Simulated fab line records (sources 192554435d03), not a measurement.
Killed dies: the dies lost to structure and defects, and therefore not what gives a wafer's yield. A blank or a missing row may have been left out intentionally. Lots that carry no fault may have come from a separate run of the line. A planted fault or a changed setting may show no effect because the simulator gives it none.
Which tool is to blame? + flow n5_finfet + 9 lots, 27 wafers sampled, at 2 steps of a route of 1938

== WHAT THE GAUGES READ, wafer by wafer ==
N5_BEOL_M10_OVL_MEAS_29. Usual: V9_OVL gives 0.1 nm (standard deviation 0.56).
| lot  | measured     | on         | V9_OVL (nm)    | flag |
|------|--------------|------------|----------------|------|
| L389 | day 10 11:27 | overlay-02 | -0.1 -0.7 -0.7 |      |
| L388 | day 10 22:22 | overlay-02 | -0.5 0.3 -0.2  |      |
| L392 | day 12 02:35 | overlay-01 | 0.1 1.1 -0.1   |      |
| L394 | day 12 08:40 | overlay-02 | -0.2 -0.7 0.3  |      |
| L397 | day 12 17:14 | overlay-02 | -0.3 -0.3 0.3  |      |
| L399 | day 12 19:19 | overlay-01 | 0.3 0.1 1.2    |      |
| L407 | day 15 14:41 | overlay-01 | 0.2 -0.3 0.6   |      |
| L408 | day 15 23:55 | overlay-01 | 0.5 0.5 1.1    |      |
| L411 | day 16 11:28 | overlay-02 | 2.3 0.6 1.2    |      |

== EACH LOT AND THE TOOL THAT RAN IT (in order: tool; ch and the chambers of the sampled wafers; start) ==
| lot  | N5_BEOL_M10_ETCH_62                |
|------|------------------------------------|
| L389 | rie_diel-02 ch 2,3, day 10 06:23   |
| L388 | rie_diel-02 ch 2,3, day 10 20:20   |
| L392 | rie_diel-04 ch 0,2, day 12 01:18   |
| L394 | rie_diel-02 ch 2,3, day 12 07:47   |
| L397 | rie_diel-02 ch 0,1,3, day 12 16:04 |
| L399 | rie_diel-04 ch 2,3, day 12 18:31   |
| L407 | rie_diel-01 ch 0,2,3, day 15 12:22 |
| L408 | rie_diel-04 ch 0,2, day 15 20:01   |
| L411 | rie_diel-04 ch 2,3, day 16 09:46   |
- N5_BEOL_M10_ETCH_62: etches SOC in N2/H2, target depth 110 nm, overetch 22 nm, time 165 s.

== WHAT THE TOOLS THEMSELVES READ (means of the sampled wafers that have a number; where no wafer has one, the mark that the record gives instead) ==
N5_BEOL_M10_ETCH_62. Usual: bias_w 150.0 W, standard deviation 0.47; drypump_motor_current_A 5.8 A, standard deviation 0.57; oes_product_au 0.64 a.u., standard deviation 0.059; rf_vpp_V 523.0 V, standard deviation 2.3; showerhead_plenum_p_Torr 2.52 Torr, standard deviation 0.075; throttle_valve_pct 17.95 %, standard deviation 0.29.
| lot  | tool        | bias_w (W) | drypump_motor_current_A (A) | oes_product_au (a.u.) | rf_vpp_V (V) | showerhead_plenum_p_Torr (Torr) | throttle_valve_pct (%) | flag |
|------|-------------|------------|-----------------------------|-----------------------|--------------|---------------------------------|------------------------|------|
| L389 | rie_diel-02 | 150.1      | 5.3                         | 0.61                  | 524.5        | 2.56                            | 18.16                  |      |
| L388 | rie_diel-02 | 150.2      | 5.5                         | 0.61                  | 524.9        | 2.59                            | 17.98                  |      |
| L392 | rie_diel-04 | 150.6      | 6.6                         | 0.63                  | 520.0        | 2.41                            | 17.94                  |      |
| L394 | rie_diel-02 | 150.1      | 5.3                         | 0.60                  | 523.9        | 2.55                            | 18.20                  |      |
| L397 | rie_diel-02 | 150.5      | 5.8                         | 0.64                  | 523.6        | 2.55                            | 18.15                  |      |
| L399 | rie_diel-04 | 150.7      | 5.9                         | 0.67                  | 521.5        | 2.45                            | 17.78                  |      |
| L407 | rie_diel-01 | 149.6      | 5.5                         | 0.65                  | 522.9        | 2.52                            | 17.67                  |      |
| L408 | rie_diel-04 | 150.2      | 6.6                         | 0.75                  | 525.7        | 2.61                            | 17.72                  |      |
| L411 | rie_diel-04 | 150.2      | 5.9                         | 0.64                  | 519.9        | 2.44                            | 17.83                  |      |

== THE ANSWER, worked out from the rows above alone ==
Rule: lot off if the mean of its wafers having a number is beyond 3 standard deviations from the usual mean. A lot without any number at a reading at which 4 lots or more have one is off too. The other lots that the step has rows for count as sound. Order of review: gauges by route order, followed by the tools' own readings, for which a lot's mean as printed above is used. The first step at which some lot is off is used, and at that step the reading that is off furthest; a lot without a number counts as furthest.
Across all readings shown, no lot is off: no conclusion can be drawn from this.

== WHAT WAS PUT IN BY THE SIMULATOR ==
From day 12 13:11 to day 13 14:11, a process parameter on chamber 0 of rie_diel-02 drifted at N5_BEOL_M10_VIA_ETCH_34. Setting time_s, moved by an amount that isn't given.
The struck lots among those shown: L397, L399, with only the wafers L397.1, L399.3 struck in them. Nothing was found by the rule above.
